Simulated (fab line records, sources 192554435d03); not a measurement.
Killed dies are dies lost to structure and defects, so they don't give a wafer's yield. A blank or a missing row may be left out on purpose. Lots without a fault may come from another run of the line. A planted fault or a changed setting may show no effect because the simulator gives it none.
fab line records | flow n5_finfet
record lots=6 wafers=18 last_day=17
route steps=1938 shown GATE_CUT@487 BEOL_M4@1111 PASSIVATION@1936
lots that met no fault: from a run of the same line without faults
start_h: hours from the record's first day to the start of the lot's first wafer shown | wait_h: hours since the lot's step before | " the same as in the row above | L1.1+2: a row that stands for several wafers | - no value, or no start given | * or withheld: withheld | < > ~ a bound
route shown NAME@n: a module of which the file shows steps, and the number in the route of the first | usual: mean/standard deviation of fault-free wafers | same: alike in all rows | chamber/n: place in a boat | sites: the reading at each site | _std_site: their standard deviation | _edge_site: outer sites' mean less inner sites' | radius_mm: how far each site lies from the wafer's centre | mask NAME#n: copy n | behind: the tool/chamber that last shaped the wafer | hold: why the lot was held/for how many hours/how that ended | device: the transistor (n, p or np) that didn't switch | end of line: the same wafers' tests at the end of the route | a step without rows: its recipe alone | killed: dies lost to structure and defects at the first sort, not the wafer's yield | map: a wafer's dies, x killed, . not, _ none there
set.NAME: the setting as run; set.NAME@STEP: as run at that earlier step | model.NAME: the simulator's own value behind a step, which no gauge read
lots at some steps of the route; a table a step, a row a wafer
services: from which hour (start_h, from the record's first day; less than 0 if before it) a tool's chamber was out of use, for how many hours, and why
## steps
# step N5_GATE_CUT_CD_MEAS_13
# recipe target_cd_nm=20 landing_energy_ev=500 detector=se_inlens
# usual cd_nm=19.97/0.26
# columns lot.wafer tool chamber start_h wait_h cd_nm
L580.2 cd_sem-03 0 137.91 - 20.01
L580.3 " 0 " " 19.71
L580.4 " 0 " " 20.21
L581.3 cd_sem-01 0 145.40 - 19.86
L581.5 " 0 " " 20.05
L581.6 " 0 " " 20.37
L587.2 cd_sem-03 0 184.28 - 19.75
L587.3 " 0 " " 19.61
L587.6 " 0 " " 20.27
L592.2 cd_sem-03 0 211.19 - 20.11
L592.3 " 0 " " 20.19
L592.5 " 0 " " 20.06
L593.1 cd_sem-02 0 222.05 - 19.97
L593.2 " 0 " " 19.58
L593.4 " 0 " " 20.19
L594.3 cd_sem-02 0 224.29 - 20.36
L594.4 " 0 " " 20.13
L594.6 " 0 " " 20.40
# step N5_GATE_CUT_OVL_MEAS_14
# recipe points_per_wafer=522
# usual GATE_CUT_OVL=0.0/0.69
# columns lot.wafer tool chamber start_h wait_h GATE_CUT_OVL[nm]
L580.2 overlay-01 0 137.95 0.0 -0.3
L580.3 " 0 " " -0.3
L580.4 " 0 " " 0.5
L581.3 overlay-02 0 145.44 0.0 -0.7
L581.5 " 0 " " 0.0
L581.6 " 0 " " -0.1
L587.2 overlay-02 0 184.32 0.0 0.1
L587.3 " 0 " " -1.0
L587.6 " 0 " " 0.4
L592.2 overlay-02 0 211.23 0.0 -0.8
L592.3 " 0 " " -1.1
L592.5 " 0 " " -0.5
L593.1 overlay-02 0 222.11 0.1 -0.1
L593.2 " 0 " " 0.6
L593.4 " 0 " " 0.3
L594.3 overlay-01 0 224.33 0.0 0.5
L594.4 " 0 " " 0.8
L594.6 " 0 " " 0.1
# step N5_GATE_CUT_INSPECT_15
# recipe mode=adi inspect_instrument=brightfield
# usual raw_defect_count=133/37
# columns lot.wafer tool chamber start_h wait_h raw_defect_count
L580.2 defect_inspect-01 - 138.00 0.0 94
L580.3 " - " " 137
L580.4 " - " " 185
L581.3 defect_inspect-01 - 145.49 0.0 152
L581.5 " - " " 99
L581.6 " - " " 132
L587.2 defect_inspect-02 - 184.37 0.0 95
L587.3 " - " " 115
L587.6 " - " " 175
L592.2 defect_inspect-01 - 211.28 0.0 109
L592.3 " - " " 106
L592.5 " - " " 90
L593.1 defect_inspect-01 - 222.17 0.1 196
L593.2 " - " " 183
L593.4 " - " " 146
L594.3 defect_inspect-01 - 224.37 0.0 117
L594.4 " - " " 87
L594.6 " - " " 172
# step N5_GATE_CUT_DESCUM_18
# recipe chemistry=O2 time_s=7 source_power_w=50 bias_power_w=20 pressure_mtorr=20 rf_frequency_hz=2.712e+07 temp_c=40 resist=CAR-EUV o2_flow_sccm=225
# step N5_GATE_CUT_ETCH_28
# recipe chemistry=N2/H2 target=underlayer target_depth_a=130 mask_material=CAR-EUV time_s=10.4 ion_energy_ev=200 pressure_mtorr=30 source_w=840 bias_w=150 n2_flow_sccm=200 h2_flow_sccm=200 ends=cleared
# usual chamber_pressure_mTorr=30.002/0.027 drypump_motor_current_A=5.8/0.5 etch_rf_on_time_s=10.44/0.24 oes_product_au=0.65/0.068 rf_vpp_V=525.1/2.2 showerhead_plenum_p_Torr=2.58/0.073 throttle_valve_pct=17.81/0.21
# columns lot.wafer tool chamber start_h wait_h chamber_pressure_mTorr drypump_motor_current_A etch_rf_on_time_s oes_product_au rf_hours_counter_h rf_vpp_V showerhead_plenum_p_Torr throttle_valve_pct
L580.2 rie_diel-02 1 138.07 0.0 29.949 5.8 10.30 0.66 142 522.1 2.55 17.59
L580.3 " 0 " " 29.950 5.1 10.41 0.60 214 525.7 2.60 17.88
L580.4 " 3 " " 30.065 5.6 10.21 0.60 246 520.2 2.41 17.87
L581.3 rie_diel-02 0 145.56 0.0 30.030 5.1 10.29 0.61 216 527.5 2.60 17.87
L581.5 " 0 " " 29.984 5.1 10.21 0.61 - 525.0 2.60 17.87
L581.6 " 3 " " 30.009 5.6 10.08 0.60 - 517.3 2.41 17.89
L587.2 rie_diel-01 2 184.44 0.0 30.016 5.7 10.61 0.61 197 525.3 2.64 17.60
L587.3 " 0 " " 29.983 5.8 9.90 0.78 25 527.1 2.58 17.77
L587.6 " 3 " " 30.026 6.3 10.45 0.62 - 524.6 2.52 17.84
L592.2 rie_diel-01 3 211.49 0.0 30.016 6.4 10.45 0.62 197 523.2 2.52 17.85
L592.3 " 1 " " 30.005 5.9 10.30 0.73 56 527.9 2.67 17.59
L592.5 " 3 " " 29.972 6.4 10.39 0.62 - 523.5 2.52 17.86
L593.1 rie_diel-01 3 222.51 0.0 29.994 6.3 10.41 0.62 200 522.8 2.52 17.87
L593.2 " 2 " " 30.011 5.7 10.48 0.61 208 526.3 2.64 17.63
L593.4 " 1 " " 30.001 5.9 10.20 0.74 59 526.6 2.67 17.59
L594.3 rie_diel-02 0 224.83 0.0 30.038 5.1 10.33 0.59 240 524.5 2.59 17.93
L594.4 " 3 " " 29.985 5.6 10.47 0.80 16 529.2 2.72 17.50
L594.6 " 3 " " 29.995 5.6 10.45 0.79 - 529.3 2.72 17.52
# step N5_GATE_CUT_ETCH_36
# recipe chemistry=CF4 target=SiARC target_depth_a=130 mask_material=CAR-EUV time_s=21.7 ion_energy_ev=80 pressure_mtorr=40 source_w=545 bias_w=36 Ar_flow_sccm=100 cf4_flow_sccm=100 ends=cleared
# step N5_GATE_CUT_ETCH_37
# recipe chemistry=N2/H2 target=SOC target_depth_a=600 overetch_a=120 mask_material=SiARC temp_c=40 time_s=90 ion_energy_ev=200 pressure_mtorr=30 source_w=840 bias_w=150 n2_flow_sccm=200 h2_flow_sccm=200
# usual chamber_pressure_mTorr=30.004/0.028 drypump_motor_current_A=5.8/0.5 oes_product_au=0.69/0.067 rf_vpp_V=525.0/2.4 showerhead_plenum_p_Torr=2.58/0.073 throttle_valve_pct=17.79/0.21
# columns lot.wafer tool chamber start_h wait_h chamber_pressure_mTorr drypump_motor_current_A oes_product_au rf_hours_counter_h rf_vpp_V showerhead_plenum_p_Torr throttle_valve_pct
L580.2 rie_diel-02 1 138.12 0.0 29.996 5.8 0.69 142 522.1 2.55 17.57
L580.3 " 0 " " 30.019 5.0 0.63 214 525.1 2.60 17.84
L580.4 " 3 " " 29.981 5.6 0.63 246 519.9 2.41 17.85
L581.3 rie_diel-02 0 145.60 0.0 30.001 5.1 0.63 216 525.9 2.60 17.83
L581.5 " 0 " " 29.987 5.1 0.63 - 525.9 2.60 17.86
L581.6 " 3 " " 29.997 5.6 0.62 - 519.4 2.41 17.86
L587.2 rie_diel-01 2 184.48 0.0 29.993 5.7 0.64 197 526.1 2.64 17.60
L587.3 " 0 " " 29.990 5.8 0.80 25 526.9 2.58 17.73
L587.6 " 3 " " 29.992 6.3 0.66 - 523.9 2.52 17.81
L592.2 rie_diel-01 3 211.53 0.0 29.976 6.3 0.65 197 523.4 2.52 17.84
L592.3 " 1 " " 29.983 5.9 0.76 56 526.4 2.67 17.56
L592.5 " 3 " " 29.997 6.3 0.65 - 524.1 2.52 17.83
L593.1 rie_diel-01 3 222.56 0.0 30.007 6.3 0.65 200 524.0 2.52 17.82
L593.2 " 2 " " 30.032 5.7 0.64 209 524.5 2.64 17.62
L593.4 " 1 " " 30.062 5.9 0.75 59 528.3 2.67 17.56
L594.3 rie_diel-02 0 224.88 0.0 30.030 5.0 0.62 240 524.1 2.59 17.89
L594.4 " 3 " " 30.055 5.6 0.84 16 528.9 2.72 17.49
L594.6 " 3 " " 29.973 5.6 0.84 - 529.0 2.72 17.48
# step N5_GATE_CUT_STRIP_38
# recipe chemistry=N2/H2 temp_c=40 n2_flow_sccm=200 h2_flow_sccm=200 rf_frequency_hz=6e+07
# step N5_GATE_CUT_STRIP_39
# recipe chemistry=N2/H2 temp_c=40 n2_flow_sccm=200 h2_flow_sccm=200 rf_frequency_hz=6e+07
# step N5_GATE_CUT_HM_OPEN_40
# recipe chemistry=C4F6/O2 target=SiO2 mask_material=SiARC target_depth_a=1390 time_s=85.1 ion_energy_ev=250 pressure_mtorr=30 source_w=345 bias_w=185 Ar_flow_sccm=300 C4F6_flow_sccm=10 O2_flow_sccm=10 ends=cleared
# step N5_GATE_CUT_STRIP_41
# recipe chemistry=CF4 resist=SiARC power_w=300 bias_power_w=75 pressure_mtorr=50 cf4_flow_sccm=150 rf_frequency_hz=6e+07
# usual chamber_pressure_mTorr=50.00/0.044 drypump_motor_current_A=5.8/0.5 oes_product_au=0.177/0.017 rf_vpp_V=271.7/1.4 showerhead_plenum_p_Torr=1.82/0.051 throttle_valve_pct=13.56/0.19
# columns lot.wafer tool chamber start_h wait_h chamber_pressure_mTorr drypump_motor_current_A oes_product_au rf_hours_counter_h rf_vpp_V showerhead_plenum_p_Torr throttle_valve_pct
L580.2 rie_diel-02 1 138.26 0.0 50.01 5.8 0.172 142 271.7 1.79 13.31
L580.3 " 0 " " 49.98 5.1 0.165 214 272.4 1.84 13.66
L580.4 " 3 " " 50.01 5.6 0.158 246 268.4 1.70 13.69
L581.3 rie_diel-02 0 145.75 0.0 49.91 5.0 0.161 216 273.0 1.84 13.67
L581.5 " 0 " " 49.98 5.1 0.169 - 271.8 1.84 13.66
L581.6 " 3 " " 49.96 5.6 0.158 - 269.0 1.70 13.70
L587.2 rie_diel-01 2 184.63 0.0 50.04 5.7 0.169 197 272.8 1.84 13.34
L587.3 " 0 " " 50.07 5.8 0.203 25 271.5 1.84 13.55
L587.6 " 3 " " 50.05 6.3 0.166 - 272.5 1.80 13.72
L592.2 rie_diel-01 3 211.68 0.0 49.96 6.3 0.162 197 270.3 1.80 13.77
L592.3 " 1 " " 50.04 5.9 0.188 56 272.6 1.90 13.46
L592.5 " 3 " " 50.02 6.3 0.171 - 271.3 1.80 13.75
L593.1 rie_diel-01 3 222.70 0.0 49.90 6.3 0.160 200 270.2 1.80 13.77
L593.2 " 2 " " 49.93 5.7 0.162 209 270.9 1.83 13.37
L593.4 " 1 " " 50.01 5.9 0.200 59 271.6 1.90 13.47
L594.3 rie_diel-02 0 225.02 0.0 49.96 5.1 0.154 240 272.3 1.83 13.72
L594.4 " 3 " " 49.90 5.6 0.214 16 271.8 1.90 13.19
L594.6 " 3 " " 50.02 5.6 0.221 - 272.8 1.90 13.18
# step N5_GATE_CUT_STRIP_42
# recipe chemistry=O2 power_w=400 temp_c=40 pressure_mtorr=30 rf_frequency_hz=6e+07 bias_power_w=0 overash_fraction=0.3 o2_flow_sccm=225
# usual chamber_pressure_mTorr=29.997/0.028 drypump_motor_current_A=5.8/0.5 oes_product_au=0.77/0.079 rf_vpp_V=3.6/0.45 showerhead_plenum_p_Torr=2.13/0.066 throttle_valve_pct=16.64/0.17
# columns lot.wafer tool chamber start_h wait_h chamber_pressure_mTorr drypump_motor_current_A oes_product_au rf_hours_counter_h rf_vpp_V showerhead_plenum_p_Torr throttle_valve_pct
L580.2 rie_diel-02 1 138.28 0.0 29.959 5.8 0.78 142 4.2 2.11 16.49
L580.3 " 0 " " 29.943 5.0 0.71 214 3.7 2.17 16.78
L580.4 " 3 " " 30.012 5.6 0.70 246 3.4 1.98 16.74
L581.3 rie_diel-02 0 145.77 0.0 30.016 5.1 0.71 216 4.6 2.17 16.79
L581.5 " 0 " " 30.046 5.0 0.71 - 4.1 2.17 16.79
L581.6 " 3 " " 29.995 5.6 0.70 - 3.0 1.98 16.76
L587.2 rie_diel-01 2 184.65 0.0 29.950 5.7 0.71 197 4.1 2.17 16.45
L587.3 " 0 " " 29.949 5.8 0.90 25 3.2 2.11 16.50
L587.6 " 3 " " 30.005 6.3 0.74 - 3.1 2.10 16.77
L592.2 rie_diel-01 3 211.70 0.0 29.985 6.3 0.73 197 3.6 2.10 16.77
L592.3 " 1 " " 29.982 5.9 0.85 56 3.5 2.24 16.62
L592.5 " 3 " " 30.001 6.3 0.73 - 3.8 2.10 16.76
L593.1 rie_diel-01 3 222.72 0.0 30.015 6.3 0.73 200 4.1 2.09 16.77
L593.2 " 2 " " 29.994 5.7 0.70 209 4.9 2.17 16.43
L593.4 " 1 " " 30.023 5.9 0.85 59 3.0 2.24 16.62
L594.3 rie_diel-02 0 225.04 0.0 30.010 5.1 0.70 240 3.4 2.16 16.85
L594.4 " 3 " " 30.010 5.6 0.94 16 3.1 2.24 16.35
L594.6 " 3 " " 29.990 5.5 0.94 - 3.8 2.24 16.32
# step N5_GATE_CUT_ETCH_19
# recipe chemistry=CH3F/O2 target=SiNx mask_material=SiO2 target_depth_a=537 time_s=76.7 pressure_mtorr=30 source_w=395 bias_w=73 Ar_flow_sccm=150 CH3F_flow_sccm=30 O2_flow_sccm=20 ion_energy_ev=120 ends=cleared
# usual chamber_pressure_mTorr=29.994/0.024 drypump_motor_current_A=5.8/0.5 etch_rf_on_time_s=77.1/1.4 oes_product_au=0.66/0.068 rf_vpp_V=298/8 showerhead_plenum_p_Torr=2.04/0.059 throttle_valve_pct=16.31/0.17
# columns lot.wafer tool chamber start_h wait_h chamber_pressure_mTorr drypump_motor_current_A etch_rf_on_time_s oes_product_au rf_hours_counter_h rf_vpp_V showerhead_plenum_p_Torr throttle_valve_pct
L580.2 rie_diel-02 1 138.32 0.0 29.976 5.8 58.6 0.77 142 297 2.00 16.08
L580.3 " 0 " " 29.981 5.1 77.7 0.60 214 292 2.06 16.43
L580.4 " 3 " " 30.051 5.6 76.9 0.60 247 291 1.89 16.44
L581.3 rie_diel-02 0 145.81 0.0 30.020 5.1 76.8 0.60 216 292 2.06 16.44
L581.5 " 0 " " 30.005 5.1 58.7 0.70 - 290 2.06 16.43
L581.6 " 3 " " 29.966 5.7 75.8 0.60 - 292 1.89 16.46
L587.2 rie_diel-01 2 184.69 0.0 30.002 5.7 78.7 0.61 197 311 2.07 16.09
L587.3 " 0 " " 30.005 5.8 75.4 0.77 25 299 2.03 16.27
L587.6 " 3 " " 30.006 6.3 77.7 0.62 - 298 1.99 16.35
L592.2 rie_diel-01 3 211.74 0.0 29.971 6.3 77.1 0.62 197 298 1.98 16.35
L592.3 " 1 " " 29.962 5.9 75.8 0.73 56 307 2.12 16.18
L592.5 " 3 " " 29.989 6.3 77.5 0.61 - 297 1.98 16.36
L593.1 rie_diel-01 3 222.76 0.0 30.006 6.3 77.1 0.62 200 298 1.98 16.37
L593.2 " 2 " " 29.991 5.7 76.8 0.60 209 313 2.06 16.10
L593.4 " 1 " " 29.977 5.9 75.4 0.73 59 305 2.12 16.20
L594.3 rie_diel-02 0 225.08 0.0 29.976 5.1 75.8 0.60 240 291 2.05 16.48
L594.4 " 3 " " 30.018 5.6 76.1 0.81 16 288 2.14 16.02
L594.6 " 3 " " 30.024 5.6 76.7 0.80 - 289 2.14 16.02
# step N5_GATE_CUT_CUT_ETCH_53
# recipe chemistry=SF6/Cl2 target=W mask_material=SiO2 target_depth_a=792 pressure_mtorr=8 icp_w=900 bias_w=80 SF6_flow_sccm=40 Cl2_flow_sccm=60 ends=cleared
# usual chamber_pressure_mTorr=8.001/0.0073 drypump_motor_current_A=5.47/0.28 etch_rf_on_time_s=26.1/0.63 oes_product_au=0.66/0.12 throttle_valve_pct=29.00/0.18
# columns lot.wafer tool chamber start_h wait_h chamber_pressure_mTorr drypump_motor_current_A etch_rf_on_time_s oes_product_au rf_hours_counter_h throttle_valve_pct
L580.2 rie_metal-01 1 138.45 0.1 7.999 5.45 26.5 0.52 - 28.98
L580.3 " 1 " " 8.004 5.45 26.4 0.52 - 29.00
L580.4 " 1 " " 7.999 5.47 26.5 0.52 - 29.00
L581.3 rie_metal-01 1 145.96 0.1 8.003 5.49 26.9 0.51 - 29.01
L581.5 " 1 " " 8.000 5.49 26.8 0.51 - 29.00
L581.6 " 1 " " 8.006 5.49 26.6 0.52 - 28.98
L587.2 rie_metal-03 0 184.80 0.1 8.003 5.55 25.6 0.62 95 29.20
L587.3 " 0 " " 8.002 5.55 25.6 0.61 - 29.20
L587.6 " 1 " " 8.006 5.61 25.2 0.64 - 29.12
L592.2 rie_metal-03 1 211.85 0.1 7.996 5.55 25.7 0.63 76 29.14
L592.3 " 1 " " 8.003 5.59 25.3 0.63 - 29.13
L592.5 " 1 " " 7.992 5.58 25.4 0.63 - 29.14
L593.1 rie_metal-02 1 222.87 0.1 7.999 5.99 26.3 0.58 108 29.06
L593.2 " 0 " " 8.005 5.07 25.5 0.72 40 28.97
L593.4 " 1 " " 7.997 5.99 26.1 0.58 - 29.08
L594.3 rie_metal-01 1 225.21 0.1 7.994 5.50 26.1 0.83 - 28.56
L594.4 " 0 " " 8.007 5.22 26.8 0.81 - 28.79
L594.6 " 0 " " 8.002 5.19 26.6 0.81 - 28.78
# step N5_BEOL_M4_RC_MEAS_101
# usual DIBL_N=36.2/1.7 DIBL_P=36.6/1.9 IOFF_N=0.16/0.032 IOFF_P=0.21/0.037 ION_N=675/12 ION_P=460/8.1 SS_N=71.4/0.58 SS_P=73.4/0.64 VT_N=249/3.2 VT_P=-252/3.4
# columns lot.wafer tool chamber start_h wait_h DIBL_N[mV/V] DIBL_P[mV/V] IOFF_N[nA/um] IOFF_P[nA/um] ION_N[uA/um] ION_P[uA/um] SS_N[mV/dec] SS_P[mV/dec] VT_N[mV] VT_P[mV]
L580.2 prober-02 0 208.33 0.2 35.0 35.6 0.14 0.17 666 452 71.7 73.0 249 -254
L580.3 " 0 " " 37.1 38.9 0.19 0.22 687 465 72.0 72.8 246 -250
L580.4 " 0 " " 33.7 34.1 0.12 0.15 657 448 71.3 72.8 253 -255
L581.3 prober-02 0 227.00 0.3 35.6 36.1 0.13 0.18 649 446 71.5 73.2 255 -255
L581.5 " 0 " " 36.9 38.4 0.16 0.21 674 462 71.3 73.7 251 -251
L581.6 " 0 " " 33.4 33.4 0.11 0.15 658 455 70.2 72.3 255 -253
L587.2 prober-01 0 265.67 0.2 35.0 33.8 0.13 0.16 653 445 70.6 72.8 253 -257
L587.3 " 0 " " 33.0 32.7 0.12 0.15 658 450 71.1 73.0 255 -255
L587.6 " 0 " " 35.0 34.3 0.14 0.17 654 444 70.7 72.9 254 -255
L592.2 prober-02 0 290.45 0.2 38.6 38.3 0.21 0.28 682 470 72.1 73.4 246 -246
L592.3 " 0 " " 38.1 36.6 0.21 0.25 698 473 71.9 73.4 241 -246
L592.5 " 0 " " 37.7 36.8 0.20 0.25 684 468 71.8 73.3 245 -246
L593.1 prober-01 0 295.32 0.0 36.2 35.8 0.16 0.21 677 464 71.4 73.6 249 -250
L593.2 " 0 " " 36.2 35.8 0.17 0.20 673 459 71.5 73.6 245 -253
L593.4 " 0 " " 34.5 33.9 0.13 0.17 662 458 70.9 72.6 254 -251
L594.3 prober-02 0 297.06 0.3 36.4 34.8 0.15 0.19 673 466 70.6 72.9 248 -252
L594.4 " 0 " " 38.6 37.5 0.19 0.24 688 468 71.2 73.2 247 -250
L594.6 " 0 " " 36.1 33.7 0.14 0.18 656 456 70.8 72.0 253 -254
# step N5_PASSIVATION_PROBE_49
# usual defect_limited_yield=91.3/1.5 killed_at_M0_to_M3=35/10 killed_at_M4_up=12/4.6 killed_at_contacts=13/6.6 killed_at_front_end=39/11 killed_at_other=4/3.4 killed_dies=103/17 killed_on_rim=14/4.1 killed_open=67/13 killed_short=35/8.2 sort_bin_5_function=5.1/0.94 sort_bin_6_memory=3.2/0.7 sort_n_pass=1077/17 sort_yield_pct=91.3/1.5
# same gross_dies=1180 killed_at_back_side=0 sort_bin_4_leakage[%]=0 sort_bin_8_speed[%]=0
# columns lot.wafer tool chamber start_h wait_h defect_limited_yield[%] killed_at_M0_to_M3 killed_at_M4_up killed_at_contacts killed_at_front_end killed_at_other killed_dies killed_on_rim killed_open killed_short sort_bin_5_function[%] sort_bin_6_memory[%] sort_n_pass sort_yield_pct[%]
L580.2 prober-02 - 306.87 0.1 88.7 31 28 12 59 3 133 17 86 44 7.0 4.1 1047 88.7
L580.3 prober-02 - 306.92 0.1 90.7 34 17 13 44 2 110 17 78 30 6.2 2.9 1070 90.7
L580.4 prober-02 - 306.97 0.2 90.9 30 17 24 34 2 107 16 78 28 5.4 3.3 1073 90.9
L587.2 prober-01 - 373.73 0.1 93.8 23 8 5 33 4 73 10 52 21 3.5 2.6 1107 93.8
L587.3 prober-01 - 373.78 0.1 90.8 17 22 11 56 3 109 16 72 34 5.8 3.2 1071 90.8
L587.6 prober-01 - 373.93 0.3 91.5 50 7 6 35 2 100 15 62 37 4.9 3.0 1080 91.5
L593.1 prober-02 - 397.35 0.0 90.9 25 16 19 41 6 107 12 78 29 5.3 3.5 1073 90.9
L593.2 prober-02 - 397.40 0.1 91.3 37 11 13 39 3 103 10 57 43 5.3 3.1 1077 91.3
L593.4 prober-02 - 397.50 0.2 90.3 35 16 11 43 10 115 22 63 50 5.6 3.7 1065 90.3
L594.3 prober-02 - 404.47 0.1 91.4 30 11 17 40 4 102 21 60 38 5.2 2.9 1078 91.4
L594.4 prober-02 - 404.52 0.2 92.0 34 10 14 32 4 94 7 61 32 4.4 3.1 1086 92.0
L594.6 prober-02 - 404.62 0.3 90.2 43 10 15 28 20 116 20 73 41 5.1 4.2 1064 90.2
# killed by level:class
L580.2 FIN_SAQP:geometric_particle:open=26 FIN_SAQP:geometric_particle:short=12 BEOL_M4:geometric_particle:open=11 MOL_CONTACT_COAG:geometric_particle:open=8 BEOL_M3:geometric_particle:open=8 BEOL_M1:geometric_particle:open=7 BEOL_M0_SAQP:geometric_particle:short=7 STI_FIN_REVEAL:geometric_particle:open=5
L580.3 FIN_SAQP:geometric_particle:open=19 MOL_CONTACT_COAG:geometric_particle:open=13 BEOL_M4:geometric_particle:open=11 BEOL_M1:geometric_particle:open=9 FIN_SAQP:geometric_particle:short=5 BEOL_M0:geometric_particle:short=5 BEOL_M3:geometric_particle:open=5 BEOL_M0:geometric_particle:open=5
L580.4 MOL_CONTACT_COAG:geometric_particle:open=19 BEOL_M4:geometric_particle:open=14 FIN_SAQP:geometric_particle:open=10 BEOL_M0_SAQP:geometric_particle:open=9 BEOL_M3:geometric_particle:open=9 FIN_SAQP:geometric_particle:short=8 MOL_CONTACT_COAG:geometric_particle:short=5 STARTING-WAFER:geometric_particle:open=5
L587.2 STI_FIN_REVEAL:geometric_particle:open=11 FIN_SAQP:geometric_particle:open=10 BEOL_M0_SAQP:geometric_particle:short=9 BEOL_M0_SAQP:geometric_particle:open=8 MOL_CONTACT_COAG:geometric_particle:open=5 FIN_SAQP:geometric_particle:short=4 DUMMY_GATE:geometric_particle:open=3 BEOL_M0:geometric_particle:open=3
L587.3 STI_FIN_REVEAL:geometric_particle:open=19 MOL_CONTACT_COAG:geometric_particle:open=8 BEOL_M4:geometric_particle:open=7 BEOL_M0_SAQP:geometric_particle:short=5 GATE_CUT:geometric_particle:short=5 STARTING-WAFER:geometric_particle:short=5 FIN_SAQP:geometric_particle:open=4 STI_FIN_REVEAL:geometric_particle:short=4
L587.6 BEOL_M0_SAQP:geometric_particle:short=21 BEOL_M0_SAQP:geometric_particle:open=20 FIN_SAQP:geometric_particle:open=11 STI_FIN_REVEAL:geometric_particle:open=6 MOL_CONTACT_COAG:geometric_particle:open=5 ILD0:geometric_particle:open=3 GATE_CUT:geometric_particle:short=3 GATE_CUT:geometric_particle:open=3
L593.1 MOL_CONTACT_COAG:geometric_particle:open=16 FIN_SAQP:geometric_particle:open=10 STI_FIN_REVEAL:geometric_particle:open=8 DUMMY_GATE:geometric_particle:open=5 GATE_CUT:geometric_particle:short=5 BEOL_M2:geometric_particle:open=5 BEOL_M5:geometric_particle:open=5 BEOL_M0_SAQP:geometric_particle:short=4
L593.2 BEOL_M0_SAQP:geometric_particle:open=10 MOL_CONTACT_COAG:geometric_particle:open=9 BEOL_M0_SAQP:geometric_particle:short=9 GATE_CUT:geometric_particle:short=7 BEOL_M2:geometric_particle:open=6 GATE_CUT:geometric_particle:open=5 FIN_SAQP:geometric_particle:short=4 DUMMY_GATE:geometric_particle:short=4
L593.4 GATE_CUT:geometric_particle:short=16 BEOL_M0_SAQP:geometric_particle:short=10 MOL_CONTACT_COAG:geometric_particle:open=9 BEOL_M2:geometric_particle:open=7 PASS1_CAP:geometric_particle:open=7 STI_FIN_REVEAL:geometric_particle:open=6 STARTING-WAFER:geometric_particle:short=6 BEOL_M4:geometric_particle:open=5
L594.3 FIN_SAQP:geometric_particle:open=14 MOL_CONTACT_COAG:geometric_particle:open=14 BEOL_M0_SAQP:geometric_particle:short=9 BEOL_M3:geometric_particle:open=7 GATE_CUT:geometric_particle:short=6 FIN_SAQP:geometric_particle:short=5 BEOL_M4:geometric_particle:open=5 HKMG_FIN:area_etch=4
L594.4 FIN_SAQP:geometric_particle:open=13 MOL_CONTACT_COAG:geometric_particle:open=12 FIN_SAQP:geometric_particle:short=8 BEOL_M1:geometric_particle:open=8 BEOL_M0_SAQP:geometric_particle:open=7 BEOL_M2:geometric_particle:open=5 BEOL_M0_SAQP:geometric_particle:short=4 GATE_CUT:geometric_particle:short=3
L594.6 BEOL_M2:geometric_particle:open=15 MOL_CONTACT_COAG:geometric_particle:open=11 BEOL_M1:geometric_particle:open=8 STI_FIN_REVEAL:geometric_particle:open=6 BEOL_M0_SAQP:geometric_particle:short=6 MIM_TOP_ETCH:geometric_particle:short=6 MIM_TOP_ETCH:geometric_particle:open=6 FIN_SAQP:geometric_particle:short=5
## services
# columns tool chamber start_h hours kind
rie_metal-01 0 133.43 - clean
rie_metal-01 0 133.43 16.4 scheduled_down
rie_metal-01 0 133.43 16.4 vent_cycle
rie_diel-02 3 147.89 - clean
rie_diel-02 3 147.89 - consumable_replace:esc
rie_diel-02 3 147.89 - consumable_replace:focus_ring
rie_diel-02 3 147.89 - consumable_replace:showerhead
rie_diel-02 3 147.89 19.6 scheduled_down
rie_diel-02 3 147.89 19.6 vent_cycle
rie_metal-01 1 153.13 - clean
rie_metal-01 1 153.13 13.4 scheduled_down
rie_metal-01 1 153.13 13.4 vent_cycle
rie_metal-02 - 224.92 2.8 pm
## key
first_sign step=N5_GATE_CUT_ETCH_19 reading=etch_rf_on_time_s direction=down sigmas=13 usual=* struck=*
effect none on later readings
met_at N5_GATE_CUT_ETCH_19
struck_wafers L580.2,L581.5
fault kind=process_parameter_drift tool=rie_diel-02 chamber=- onset_h=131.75 steps=N5_GATE_CUT_ETCH_19 channel=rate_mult offset=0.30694 shape=step end_h=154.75 scope=struck_wafers_only
